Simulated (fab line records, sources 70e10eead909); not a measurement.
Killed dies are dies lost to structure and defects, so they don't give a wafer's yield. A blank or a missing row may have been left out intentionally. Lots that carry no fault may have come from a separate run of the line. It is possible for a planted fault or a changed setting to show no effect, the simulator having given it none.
Matching of chambers -- flow nandHarc -- cmp-02 running NHARC_A_STAIRCASE_CMP_472: 4 sister chambers
The step polishes SiO2. 4 wafers are shown with their chamber, then 12 later ones without.

== WAFERS, EACH WITH ITS CHAMBER ==
wafer,chamber,motorCurrentA (A)
L088.5,3,13.9
L089.2,2,11.9
L089.5,0,12.1
L089.6,1,12.2

== WAFERS WITHOUT THEIR CHAMBER ==
wafer,motorCurrentA (A)
L090.1,12.8
L090.2,11.4
L090.4,11.5
L092.1,13.8
L092.4,11.3
L092.5,11.2
L094.3,14.5
L094.4,11.7
L094.6,11.4
L096.2,12.2
L096.3,13.6
L096.6,11.3

== WHICH CHAMBER EACH ONE RAN IN ==
wafer,from the rows above,in truth
L090.1,can't be placed: 1 or 0 or 2 or 3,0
L090.2,can't be placed: 2 or 0 or 1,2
L090.4,can't be placed: 2 or 0 or 1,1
L092.1,3,3
L092.4,can't be placed: 2 or 0 or 1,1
L092.5,can't be placed: 2 or 0 or 1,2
L094.3,3,3
L094.4,can't be placed: 2 or 0 or 1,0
L094.6,can't be placed: 2 or 0 or 1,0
L096.2,can't be placed: 1 or 0 or 2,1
L096.3,3,3
L096.6,can't be placed: 2 or 0 or 1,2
Placed correctly: 3 of 12. Not placeable from these rows: 9 (in 9, the candidates include the true chamber). 0 placed wrongly.
How it was worked out, from the rows above alone: a wafer's distance from a chamber is the root of the sum, over the readings, of the square of ((its reading less the chamber's mean) divided by the reading's scatter). If the next closest chamber is less than 2 further off than the closest, the wafer can't be placed; otherwise it belongs to the closest. Each chamber's mean is taken over the wafers shown for it. The scatter: root of mean squared gap, hidden wafer to nearest shown wafer, with one shown wafer a chamber.
